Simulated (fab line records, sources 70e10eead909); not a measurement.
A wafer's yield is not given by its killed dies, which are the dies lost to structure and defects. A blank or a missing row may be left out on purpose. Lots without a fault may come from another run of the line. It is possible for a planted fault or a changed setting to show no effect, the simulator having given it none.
Comparing a struck lot with a sound one -- flow nand-harc -- 41 out of 1302 route steps
Sound: wafers L183.1, L183.4, L183.5. Struck: wafers L173.3, L173.5. (L173.1 of the same lot was not struck and is left out.) The cause comes at the end.
Each step with rows lists, per side, the tool, then ch with its chambers, then its first start. Under that, the readings that differ: sound wafers -- struck wafers -- difference of the means -- sigmas: that difference in standard deviations of wafers without a fault.
alike: a reading whose means differ by less than 2 such deviations, as well as words and numbers matching on both sides. not compared: withheld readings; readings where some wafer has no value; bounds like >300 that might hide an equal value; numbers whose values overlap and for which the record gives no deviation.
A row with sigmas, a row that says differs or no value, or rows on one side alone: a step with any of these is where the two part. Numbers that have no deviation but don't overlap get no sigmas and don't part them. Lack of a reading on every wafer of one side parts them only where that side has two or more wafers.

NHARC_A_M1_INSPECT_11:
  sound on defect-inspect-02 at day 29 20:26; struck on defect-inspect-02 at day 26 01:19
  alike: raw-defect-count
NHARC_A_M1_DESCUM_14: chemistry O2, time 3 s.
  sound on rie-diel-06 ch 0,1,2, day 29 20:31; struck on rie-diel-06 ch 0,2, day 26 01:23
  alike: drypump-motor-current-A, mfc-ar-sccm, oes-product-au, rf-vpp-V, showerhead-plenum-p-Torr, throttle-valve-pct
  not compared: rf-hours-counter-h
then, 1 step without rows for these wafers: NHARC_A_M1_ETCH_35 (etches the open film in N2/H2, target depth 40 nm, overetch 12 nm, time 43.94 s).
NHARC_A_M1_ETCH_15: etches the open film in C4F8/Ar, target depth 182.5 nm, time 91.2 s.
  sound: rie-diel-06 ch 0,1; struck: rie-diel-06 ch 1
  alike: oes-product-au, rf-vpp-V
  not compared: rf-hours-counter-h
NHARC_A_M1_CD_MEAS_16:
  sound on cd-sem-03 at day 29 20:49; struck on cd-sem-02 at day 26 01:41
  alike: cd-nm
then, 4 steps without rows for these wafers: NHARC_A_M1_STRIP_18 (strips in N2/H2); NHARC_A_M1_ETCH_28 (etches the open film in CF4/N2, target depth 30 nm, time 72.99 s); NHARC_A_M1_STRIP_19 (strips in post etch residue remover, time 600 s); NHARC_A_M1_DEGAS_29 (time 60 s).
NHARC_A_M1_PRE_CLEAN_30: time 30 s.
  sound on pvd-sputter-02; struck on pvd-sputter-02
  alike: heater-power-w
then, 2 steps without rows for these wafers: NHARC_A_M1_PVD_20 (deposits TaN, target thk 5 nm, time 8.06 s); NHARC_A_M1_PVD_21 (deposits Cu, target thk 30 nm, time 20.49 s).
NHARC_A_M1_ECD_22: material Cu, target thk 400 nm.
  sound on ecd-cu-02 ch 1, day 29 21:56; struck on ecd-cu-01 ch 0, day 26 02:45
  alike: bath-temp-c
then, 2 steps without rows for these wafers: NHARC_A_M1_ANNEAL_31 (time 90 s); NHARC_A_M1_CMP_23 (polishes, t overpolish 20 s, target thk 154.34 nm).
NHARC_A_M1_THK_MEAS_24: measures by xrf.
  sound on film-metro-01 at day 29 22:57; struck on film-metro-01 at day 26 03:48
  alike: thk-nm
next, for these wafers, 1 step has no rows: NHARC_A_M1_SRD_25.
NHARC_A_M1_PRE_CLEAN_32: time 12 s.
  sound on pecvd-03 ch 0,1, day 29 23:11; struck on pecvd-01 ch 0,1, day 26 04:02
  alike: heater-power-w
then, 3 steps without rows for these wafers: NHARC_A_M1_DEP_33 (deposits SiCN, target thk 30 nm); NHARC_A_BONDPAD_DEP_00 (deposits SiCN, target thk 250 nm); NHARC_A_BONDPAD_CMP_29 (polishes SiCN, target thk 200 nm).
NHARC_A_BONDPAD_THK_MEAS_30: measures by ellipsometry.
  sound on film-metro-01 at day 30 00:28; struck on film-metro-02 at day 26 05:19
  alike: thk-nm
then, 10 steps without rows for these wafers: NHARC_A_BONDPAD_SRD_31; NHARC_A_BONDPAD_DEHYDRATE_01 (time 120 s); NHARC_A_BONDPAD_HMDS_02 (time 30 s); NHARC_A_BONDPAD_COAT_33 (time 65 s); NHARC_A_BONDPAD_COAT_03 (resist thk 600 nm); NHARC_A_BONDPAD_SOFTBAKE_04 (time 70 s); NHARC_A_BONDPAD_EBR_05; NHARC_A_BONDPAD_EXPOSE_06 (exposes mask A BPAD); NHARC_A_BONDPAD_PEB_07 (peb time 80 s); NHARC_A_BONDPAD_DEVELOP_08 (time 50 s).
NHARC_A_BONDPAD_CD_MEAS_09 targets a cd of 500 nm.
  sound on cd-sem-02 ch 0, day 30 01:02; struck on cd-sem-03 ch 0, day 26 05:53
  alike: cd-nm
NHARC_A_BONDPAD_OVL_MEAS_35:
  sound on overlay-01 at day 30 01:07; struck on overlay-02 at day 26 05:58
reading,sound,struck,difference,sigmas
overlay-y-nm (nm),-5 -5 -5,8 8,+13,+2
  alike: overlay-x-nm
then, 2 steps without rows for these wafers: NHARC_A_BONDPAD_HARDBAKE_10 (time 65 s); NHARC_A_BONDPAD_DESCUM_11 (chemistry O2, time 3 s).
NHARC_A_BONDPAD_ETCH_34: etches the open film in N2/H2, target depth 60 nm, overetch 18 nm, time 65.91 s.
  sound on rie-diel-08 ch 0,1,2, day 30 01:20; struck on rie-diel-08 ch 1,3, day 26 06:11
  alike: drypump-motor-current-A, mfc-ar-sccm, oes-product-au, rf-vpp-V, showerhead-plenum-p-Torr, throttle-valve-pct
  not compared: rf-hours-counter-h
then, 1 step without rows for these wafers: NHARC_A_BONDPAD_ETCH_12 (etches the open film in CHF3/O2, target depth 220 nm, time 110 s).
NHARC_A_BONDPAD_CD_MEAS_13:
  sound on cd-sem-01 at day 30 01:34; struck on cd-sem-02 at day 26 06:25
  alike: cd-nm
then, 1 step without rows for these wafers: NHARC_A_BONDPAD_STRIP_15 (strips in O2).
NHARC_END_SORT_01:
  sound on prober-02 ch 0, day 31 08:55; struck on prober-02 ch 0, day 27 14:37
reading,sound,struck,difference,sigmas
defect-limited-yield (%),89.1 89.1 89.8,39.9 39.1,-49.8,-19
killed-at-array,71 70 65,407 411,+340,+19
killed-dies,74 74 69,407 412,+337,+19
  alike: killed-at-other, killed-at-periphery, killed-open, killed-short

## WHERE THEY PART
At NHARC_A_BONDPAD_OVL_MEAS_35 first; at NHARC_END_SORT_01 last (within this record only).

WHY: the cause the simulator had injected
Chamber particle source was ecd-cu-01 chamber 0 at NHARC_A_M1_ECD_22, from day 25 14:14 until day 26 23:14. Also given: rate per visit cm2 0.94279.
